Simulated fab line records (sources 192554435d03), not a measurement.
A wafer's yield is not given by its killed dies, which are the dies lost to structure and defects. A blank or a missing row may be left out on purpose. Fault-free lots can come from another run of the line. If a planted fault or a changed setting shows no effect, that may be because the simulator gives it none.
Split-lot study :: flow n5 finfet :: 7 lots, 21 wafers read, on a route of 1938 steps

ON THE SPLIT
At N5_BEOL_M15_EXPOSE_07 (exposes mask V14), the setting dose mj was moved away from the recipe's 41.25 on 8 of the 21 wafers read, by +2.3% to +7.3%. All remaining wafers had this setting at the recipe value.

FROM THE SPLIT TO THE READING: what the file shows between them, 11 steps
- N5_BEOL_M15_PEB_08: peb time 90 s
- N5_BEOL_M15_DEVELOP_09: develop time 45 s
- N5_BEOL_M15_HARDBAKE_14: time 120 s
- N5_BEOL_M15_CD_MEAS_10: target cd 360 nm
- N5_BEOL_M15_DESCUM_15: chemistry O2, time 7.9 s
- N5_BEOL_M15_ETCH_59: etches BARC in N2/H2, target depth 89 nm, overetch 26.7 nm, time 67.9 s
- N5_BEOL_M15_VIA_ETCH_16: etches SiO2 in C4F8/O2/Ar, target depth 1792.2 nm
- N5_BEOL_M15_STRIP_63: strips in O2
- N5_BEOL_M15_STRIP_64: strips in O2
- N5_BEOL_M15_STRIP_65: strips in post etch residue remover, time 60 s
- N5_BEOL_M15_SRD_66: time 30 s, dry time 30 s

THE READING
Shown in nm: cd nm at N5_BEOL_M15_CD_MEAS_17, with target cd 360 nm. On this fab line, fault-free wafers typically give 361.1 nm with a standard deviation of 1.4 nm.

wafer: L077.2
tool, chamber at the split: krf scanner-02, 0
dose mj as run: 42.21
against the recipe: +2.3%
cd nm, nm: 362.3
against lot-mates on the recipe: +2.9

wafer: L077.4
tool, chamber at the split: krf scanner-02, 0
dose mj as run: 42.21
against the recipe: +2.3%
cd nm, nm: 364.7
against lot-mates on the recipe: +5.3

wafer: L077.6
tool, chamber at the split: krf scanner-02, 0
dose mj as run: 41.25
against the recipe: recipe
cd nm, nm: 359.4
against lot-mates on the recipe: -

wafer: L079.1
tool, chamber at the split: krf scanner-01, 0
dose mj as run: 41.25
against the recipe: recipe
cd nm, nm: 359.4
against lot-mates on the recipe: -

wafer: L079.3
tool, chamber at the split: krf scanner-01, 0
dose mj as run: 43.29
against the recipe: +4.9%
cd nm, nm: 369.9
against lot-mates on the recipe: +9.9

wafer: L079.6
tool, chamber at the split: krf scanner-01, 0
dose mj as run: 41.25
against the recipe: recipe
cd nm, nm: 360.5
against lot-mates on the recipe: -

wafer: L081.4
tool, chamber at the split: krf scanner-02, 0
dose mj as run: 44.28
against the recipe: +7.3%
cd nm, nm: 374.3
against lot-mates on the recipe: +11.2

wafer: L081.5
tool, chamber at the split: krf scanner-02, 0
dose mj as run: 41.25
against the recipe: recipe
cd nm, nm: 363.1
against lot-mates on the recipe: -

wafer: L081.6
tool, chamber at the split: krf scanner-02, 0
dose mj as run: 44.28
against the recipe: +7.3%
cd nm, nm: 373.1
against lot-mates on the recipe: +10.0

wafer: L083.2
tool, chamber at the split: krf scanner-01, 0
dose mj as run: 41.25
against the recipe: recipe
cd nm, nm: 360.4
against lot-mates on the recipe: -

wafer: L083.3
tool, chamber at the split: krf scanner-01, 0
dose mj as run: 41.25
against the recipe: recipe
cd nm, nm: 361.0
against lot-mates on the recipe: -

wafer: L083.6
tool, chamber at the split: krf scanner-01, 0
dose mj as run: 41.25
against the recipe: recipe
cd nm, nm: 361.0
against lot-mates on the recipe: -

wafer: L088.1
tool, chamber at the split: krf scanner-02, 0
dose mj as run: 42.54
against the recipe: +3.1%
cd nm, nm: 368.8
against lot-mates on the recipe: +8.2

wafer: L088.3
tool, chamber at the split: krf scanner-02, 0
dose mj as run: 42.54
against the recipe: +3.1%
cd nm, nm: 366.2
against lot-mates on the recipe: +5.6

wafer: L088.6
tool, chamber at the split: krf scanner-02, 0
dose mj as run: 41.25
against the recipe: recipe
cd nm, nm: 360.6
against lot-mates on the recipe: -

wafer: L086.1
tool, chamber at the split: krf scanner-02, 0
dose mj as run: 43.01
against the recipe: +4.3%
cd nm, nm: 366.9
against lot-mates on the recipe: +6.0

wafer: L086.4
tool, chamber at the split: krf scanner-02, 0
dose mj as run: 41.25
against the recipe: recipe
cd nm, nm: 360.4
against lot-mates on the recipe: -

wafer: L086.6
tool, chamber at the split: krf scanner-02, 0
dose mj as run: 41.25
against the recipe: recipe
cd nm, nm: 361.4
against lot-mates on the recipe: -

wafer: L092.2
tool, chamber at the split: krf scanner-02, 0
dose mj as run: 41.25
against the recipe: recipe
cd nm, nm: 358.8
against lot-mates on the recipe: -

wafer: L092.4
tool, chamber at the split: krf scanner-02, 0
dose mj as run: 41.25
against the recipe: recipe
cd nm, nm: 362.4
against lot-mates on the recipe: -

wafer: L092.5
tool, chamber at the split: krf scanner-02, 0
dose mj as run: 41.25
against the recipe: recipe
cd nm, nm: 361.7
against lot-mates on the recipe: -

FIT RESULTS
A straight line over all 21 wafers: cd nm changes by +1.76 nm for each +1% of dose mj; r = +0.96; the points scatter about the line by 1.3 nm.
The same after taking each lot's own level away (the mean of its wafers on the recipe; 21 wafers): +1.58 nm for each +1%; r = +0.95; scatter 1.3 nm.
The reading moves by 12 nm for the largest change in dose mj, on that fit.
Measured against the standard deviation above, the lots' own levels, which go from 359.40 to 363.10 nm, span 2.6 times it.
So the lot-to-lot level changes the slope: the two fits differ.
Check: +12.1 nm against its lot-mates is what the line predicts for one of the wafers moved furthest among these (+7.3%) when that wafer is left out of the fit. Against them it came out at +11.2 nm.

THE WHOLE CHAIN: every reading that the file lists as answering this split, in the file's order
step: N5_BEOL_M15_CD_MEAS_10
what it does: target cd 360 nm
reading: cd nm
change (the file's fit): +1.62 nm for each +1% of the setting
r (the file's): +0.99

step: N5_BEOL_M15_CD_MEAS_17
what it does: target cd 360 nm
reading: cd nm
change (the file's fit): +1.64 nm for each +1% of the setting
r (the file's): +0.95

FILE'S OWN FIT
cd nm changes by +1.64 nm for each +1% of dose mj, r = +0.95.
